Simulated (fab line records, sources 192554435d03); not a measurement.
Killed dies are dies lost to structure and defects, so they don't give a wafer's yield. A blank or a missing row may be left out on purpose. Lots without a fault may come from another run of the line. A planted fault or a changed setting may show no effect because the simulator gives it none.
Split-lot experiment | flow n5_finfet | 7 lots, 21 wafers read, on a route of 1938 steps

THE SPLIT
At N5_BEOL_M5_COAT_22 (resist thk 30 nm), the setting spin_rpm was moved away from the recipe's 1500 rpm on 10 of the 21 wafers read, by -7.9% to +10.5%. The other wafers ran this setting at the recipe's value.

FROM THE SPLIT TO THE READING: what the file shows between them, 3 steps
- N5_BEOL_M5_EBR_24
- N5_BEOL_M5_SOFTBAKE_23: time 60 s
- N5_BEOL_M5_DESCUM_33: chemistry O2, time 7 s

THE READING
CAR-EUV_of_BEOL_M5_COAT_22.thk_nm (the simulator's own value, which no gauge read), in nm, at N5_BEOL_M5_ETCH_75 (etches underlayer in N2/H2, target depth 6.5 nm, time 5.2 s). The file gives no usual value for it. The 11 wafers here that ran the recipe average 20.4 nm, standard deviation 0.11 nm.

wafer  | tool, chamber at the split | spin_rpm as run, rpm | against the recipe | CAR-EUV_of_BEOL_M5_COAT_22.thk_nm, nm | against lot-mates on the recipe
L076.3 | litho_track-03, 0          | 1500                 | recipe             | 20.4                                  | -
L076.4 | litho_track-03, 0          | 1381                 | -7.9%              | 21.6                                  | +1.2
L076.6 | litho_track-03, 0          | 1500                 | recipe             | 20.4                                  | -
L079.1 | litho_track-04, 0          | 1500                 | recipe             | 20.4                                  | -
L079.4 | litho_track-04, 0          | 1500                 | recipe             | 20.4                                  | -
L079.6 | litho_track-04, 0          | 1500                 | recipe             | 20.4                                  | -
L086.1 | litho_track-04, 0          | 1560                 | +4.0%              | 19.8                                  | no lot-mate on the recipe
L086.2 | litho_track-04, 0          | 1560                 | +4.0%              | 19.6                                  | no lot-mate on the recipe
L086.3 | litho_track-04, 0          | 1560                 | +4.0%              | 19.8                                  | no lot-mate on the recipe
L091.1 | litho_track-01, 0          | 1421                 | -5.3%              | 21                                    | +0.8
L091.2 | litho_track-01, 0          | 1500                 | recipe             | 20.2                                  | -
L091.4 | litho_track-01, 0          | 1500                 | recipe             | 20.2                                  | -
L092.2 | litho_track-03, 0          | 1500                 | recipe             | 20.2                                  | -
L092.4 | litho_track-03, 0          | 1500                 | recipe             | 20.4                                  | -
L092.6 | litho_track-03, 0          | 1500                 | recipe             | 20.6                                  | -
L094.1 | litho_track-04, 0          | 1640                 | +9.3%              | 19.2                                  | -1.2
L094.2 | litho_track-04, 0          | 1500                 | recipe             | 20.4                                  | -
L094.6 | litho_track-04, 0          | 1640                 | +9.3%              | 19.2                                  | -1.2
L096.1 | litho_track-03, 0          | 1658                 | +10.5%             | 18.8                                  | no lot-mate on the recipe
L096.2 | litho_track-03, 0          | 1658                 | +10.5%             | 18.8                                  | no lot-mate on the recipe
L096.6 | litho_track-03, 0          | 1658                 | +10.5%             | 18.6                                  | no lot-mate on the recipe

THE FIT
A straight line over all 21 wafers: CAR-EUV_of_BEOL_M5_COAT_22.thk_nm changes by -0.145 nm for each +1% of spin_rpm; r = -0.99; the points scatter about the line by 0.13 nm.
The same after taking each lot's own level away (the mean of its wafers on the recipe; 15 wafers): -0.137 nm for each +1%; r = -0.99; scatter 0.089 nm.
On that fit, the largest move of spin_rpm shifts the reading by 1.4 nm.
The lots' own levels span 20.20 to 20.40 nm, that is 1.7 times the standard deviation above.
So the lot-to-lot level changes the slope little: the two slopes agree.
Check: with one of the wafers moved furthest among these (+9.3%) left out of the fit, the line predicts -1.29 nm for it against its lot-mates. It came out at -1.2 nm against them.

OTHER SPLITS ON THESE WAFERS
These wafers also went through other splits before the reading. Each is held against what the fit with the lots' levels taken away leaves over:
other split on the same wafers | wafers away from the commonest value | r with CAR-EUV_of_BEOL_M5_COAT_22.thk_nm (lot level and that fit taken away)
N5_BEOL_M1_COAT_61 spin_rpm    | 7                                    | +0.48
N5_BEOL_M2_ETCH_69 bias_w      | 8                                    | -0.25
N5_BEOL_M2_ETCH_70 bias_w      | 3                                    | +0.18
N5_BEOL_M3_COAT_76 spin_rpm    | 3                                    | +0.30
N5_BEOL_M4_COAT_61 spin_rpm    | 7                                    | -0.39
N5_BEOL_M5_COAT_74 spin_rpm    | 3                                    | +0.47

THE WHOLE CHAIN: every reading that the file lists as answering this split, in the file's order
step                 | what it does                                                | reading                                                                            | change (the file's fit)               | r (the file's)
N5_BEOL_M5_COAT_22   | resist thk 30 nm                                            | CAR-EUV_of_BEOL_M5_COAT_22.thk_nm (the simulator's own value, which no gauge read) | -0.148 nm for each +1% of the setting | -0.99
N5_BEOL_M5_DESCUM_33 | chemistry O2, time 7 s                                      | CAR-EUV_of_BEOL_M5_COAT_22.thk_nm (the simulator's own value, which no gauge read) | -0.131 nm for each +1% of the setting | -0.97
N5_BEOL_M5_ETCH_75   | etches underlayer in N2/H2, target depth 6.5 nm, time 5.2 s | CAR-EUV_of_BEOL_M5_COAT_22.thk_nm (the simulator's own value, which no gauge read) | -0.14 nm for each +1% of the setting  | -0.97

THE FILE'S OWN FIT
CAR-EUV_of_BEOL_M5_COAT_22.thk_nm changes by -0.14 nm for each +1% of spin_rpm, r = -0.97.
